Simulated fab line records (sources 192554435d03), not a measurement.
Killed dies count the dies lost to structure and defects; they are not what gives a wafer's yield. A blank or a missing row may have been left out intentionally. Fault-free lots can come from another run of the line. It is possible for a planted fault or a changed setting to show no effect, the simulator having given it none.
A single fault, viewed from 3 desks :: flow n5-finfet :: only its own numbers are on each desk; what lay behind them is given at the end

## FOR THE TOOL OWNER'S DESK: litho-track-02
The tool's own readings at N5_BEOL_M3_COAT_76 (time 60 s, resist thk 5 nm): means of the sampled wafers that have a number, for each lot that ran on this tool. A lot is out of limits, marked OUT, if its mean lies more than 4 standard deviations from the usual mean; the brackets give that distance.
Columns: A = spin-speed-rpm at N5_BEOL_M3_COAT_76, usual 1500.0 rpm
lot: L810
first seen here: day 7 16:05
A: 1500.7

lot: L814
first seen here: day 8 13:32
A: 1605.5 (+99 or more) OUT

lot: L816
first seen here: day 9 02:07
A: 1605.2 (+99 or more) OUT

lot: L827
first seen here: day 11 22:08
A: 1499.7

lot: L828
first seen here: day 12 01:19
A: 1499.9

lot: L831
first seen here: day 13 04:58
A: 1499.6
This desk finds L814, L816 out of limits, L814 being first, at day 8 13:32 (spin-speed-rpm at N5_BEOL_M3_COAT_76). Within limits: L810, L827, L828, L831.

## FROM THE METROLOGY DESK
What the gauges read for every lot (on any tool): the sampled wafers with a number, averaged. A lot is out of limits, marked OUT, if its mean lies more than 4 standard deviations from the usual mean; the brackets give that distance. Of its 10 readings 7 are shown: those that lie furthest out on some lot.
Columns: A = DIBL_N at N5_BEOL_M4_RC_MEAS_101, usual 36.7 mV/V; B = DIBL_P at N5_BEOL_M4_RC_MEAS_101, usual 37.0 mV/V; C = IOFF_P at N5_BEOL_M4_RC_MEAS_101, usual 0.22 nA/um; D = ION_P at N5_BEOL_M4_RC_MEAS_101, usual 462 uA/um; E = SS_N at N5_BEOL_M4_RC_MEAS_101, usual 71.7 mV/dec; F = SS_P at N5_BEOL_M4_RC_MEAS_101, usual 73.4 mV/dec; G = VT_P at N5_BEOL_M4_RC_MEAS_101, usual -250 mV
lot: L810
first seen here: day 8 20:34
A: 38.2
B: 38.5
C: 0.24
D: 459
E: 71.8
F: 73.8
G: -250

lot: L811
first seen here: day 9 03:59
A: 37.1
B: 37.1
C: 0.20
D: 459
E: 72.2
F: 73.4
G: -254

lot: L814
first seen here: day 9 12:34
A: 36.1
B: 36.1
C: 0.18
D: 453
E: 71.5
F: 73.0
G: -254

lot: L816
first seen here: day 10 08:27
A: 35.6
B: 36.5
C: 0.21
D: 466
E: 71.7
F: 73.1
G: -248

lot: L825
first seen here: day 12 08:33
A: 35.1
B: 36.0
C: 0.19
D: 464
E: 70.7
F: 72.9
G: -250

lot: L823
first seen here: day 12 16:13
A: 36.3
B: 37.7
C: 0.21
D: 459
E: 71.7
F: 74.3
G: -254

lot: L827
first seen here: day 12 23:07
A: 36.8
B: 34.0
C: 0.20
D: 462
E: 72.0
F: 73.0
G: -249

lot: L828
first seen here: day 13 12:44
A: 38.9
B: 38.1
C: 0.22
D: 461
E: 72.0
F: 72.9
G: -251

lot: L831
first seen here: day 14 18:44
A: 37.0
B: 37.9
C: 0.23
D: 465
E: 71.9
F: 73.2
G: -252

lot: L832
first seen here: day 15 19:44
A: 36.4
B: 35.8
C: 0.19
D: 458
E: 71.8
F: 73.3
G: -253
Finding of this desk: none of the 10 lots has anything out of limits.

## THE DEFECT DESK
Lot by lot, what the route's inspections counted, given as the mean of those sampled wafers with a number. A lot is out of limits, marked OUT, if its mean lies more than 4 standard deviations from the usual mean; the brackets give that distance.
Columns: A = raw-defect-count at N5_BEOL_M3_INSPECT_13, usual 431; B = raw-defect-count at N5_BEOL_M3_INSPECT_30, usual 433
lot: L810
first seen here: day 7 15:34
A: 357
B: 373

lot: L811
first seen here: day 7 20:34
A: 368
B: 372

lot: L814
first seen here: day 8 12:59
A: 463
B: 442

lot: L816
first seen here: day 9 01:12
A: 359
B: 362

lot: L825
first seen here: day 11 07:51
A: 394
B: 395

lot: L823
first seen here: day 11 08:32
A: 613
B: 600

lot: L827
first seen here: day 11 21:30
A: 431
B: 426

lot: L828
first seen here: day 12 00:47
A: 466
B: 446

lot: L832
first seen here: day 13 03:41
A: 508
B: 531

lot: L831
first seen here: day 13 04:05
A: 534
B: 532
Finding of this desk: none of the 10 lots has anything out of limits.

## PUT TOGETHER
On L814, L816, at day 8 13:32, an alarm was possible from the tool owner's desk.
Nothing out of limits was seen by the metrology desk.
No out-of-limits result turned up at the defect desk.
The metrology desk holds a record of L814, L816, inside its limits.
The defect desk has L814, L816 on record, within its limits.
Of the lots named, all ran N5_BEOL_M3_COAT_76 on litho-track-02.

## WHAT WAS PUT IN BY THE SIMULATOR
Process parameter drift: litho-track-02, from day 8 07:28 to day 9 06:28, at N5_BEOL_M3_COAT_76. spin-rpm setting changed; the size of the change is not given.
Lots struck among those shown: L814, L816.
Time in hours from fault onset to the first out-of-limits reading at each desk: the tool owner's desk, 6.
